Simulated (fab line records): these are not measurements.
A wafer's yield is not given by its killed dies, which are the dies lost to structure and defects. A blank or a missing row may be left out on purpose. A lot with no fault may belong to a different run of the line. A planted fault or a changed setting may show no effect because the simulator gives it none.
Chamber matching || flow n5_finfet || uv_cure-01 running N5_BEOL_M10_CURE_71: 3 sister chambers
The step cures SiCOH lowk, time 240 s. 6 wafers are shown with their chamber, then 10 later ones without.

== WAFERS WITH THEIR CHAMBER ==
{"wafer": "L085.5", "chamber": 0, "wafer_temp_C_max": 386.5, "lamp_power_pct (%)": 52.23}
{"wafer": "L085.6", "chamber": 0, "wafer_temp_C_max": 386.0, "lamp_power_pct (%)": 52.24}
{"wafer": "L086.5", "chamber": 1, "wafer_temp_C_max": 386.0, "lamp_power_pct (%)": 52.30}
{"wafer": "L086.6", "chamber": 1, "wafer_temp_C_max": 385.5, "lamp_power_pct (%)": 52.34}
{"wafer": "L090.2", "chamber": 2, "wafer_temp_C_max": 386.6, "lamp_power_pct (%)": 52.30}
{"wafer": "L090.3", "chamber": 2, "wafer_temp_C_max": 386.2, "lamp_power_pct (%)": 52.25}

== WAFERS WHOSE CHAMBER IS MISSING ==
{"wafer": "L090.6", "wafer_temp_C_max": 387.1, "lamp_power_pct (%)": 52.38}
{"wafer": "L092.2", "wafer_temp_C_max": 386.4, "lamp_power_pct (%)": 52.36}
{"wafer": "L092.4", "wafer_temp_C_max": 386.6, "lamp_power_pct (%)": 52.25}
{"wafer": "L092.5", "wafer_temp_C_max": 386.2, "lamp_power_pct (%)": 52.43}
{"wafer": "L094.1", "wafer_temp_C_max": 387.4, "lamp_power_pct (%)": 52.18}
{"wafer": "L094.3", "wafer_temp_C_max": 387.2, "lamp_power_pct (%)": 52.36}
{"wafer": "L094.4", "wafer_temp_C_max": 387.0, "lamp_power_pct (%)": 52.31}
{"wafer": "L096.1", "wafer_temp_C_max": 386.7, "lamp_power_pct (%)": 52.30}
{"wafer": "L096.3", "wafer_temp_C_max": 386.1, "lamp_power_pct (%)": 52.30}
{"wafer": "L096.6", "wafer_temp_C_max": 386.0, "lamp_power_pct (%)": 52.24}

== WHICH CHAMBER EACH WENT THROUGH ==
{"wafer": "L090.6", "from the rows above": "can't be placed: 2 or 1 or 0", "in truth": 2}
{"wafer": "L092.2", "from the rows above": "can't be placed: 1 or 2", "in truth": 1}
{"wafer": "L092.4", "from the rows above": "can't be placed: 2 or 0", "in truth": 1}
{"wafer": "L092.5", "from the rows above": "can't be placed: 1 or 2", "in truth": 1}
{"wafer": "L094.1", "from the rows above": "can't be placed: 0 or 2", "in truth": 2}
{"wafer": "L094.3", "from the rows above": "can't be placed: 2 or 1 or 0", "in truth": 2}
{"wafer": "L094.4", "from the rows above": "can't be placed: 2 or 0 or 1", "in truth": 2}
{"wafer": "L096.1", "from the rows above": "can't be placed: 2 or 0 or 1", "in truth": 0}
{"wafer": "L096.3", "from the rows above": "can't be placed: 1 or 2 or 0", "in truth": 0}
{"wafer": "L096.6", "from the rows above": "can't be placed: 0 or 2", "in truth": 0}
Correct placement for 0 of the 10. These rows do not allow placing 10 (true chamber among the candidates in 9). 0 placed wrongly.
How it was worked out, from the rows above alone: a wafer's distance from a chamber is the root of the sum, over the readings, of the square of ((its reading less the chamber's mean) divided by the reading's scatter). The wafer belongs to the nearest chamber; if the next one is less than 2 further off, it can't be placed. For every chamber, the mean is computed from those of its wafers that are shown. The scatter: take each reading less its chamber's mean, square it, sum over the shown wafers, divide by the number of wafers less the number of chambers, and take the root.
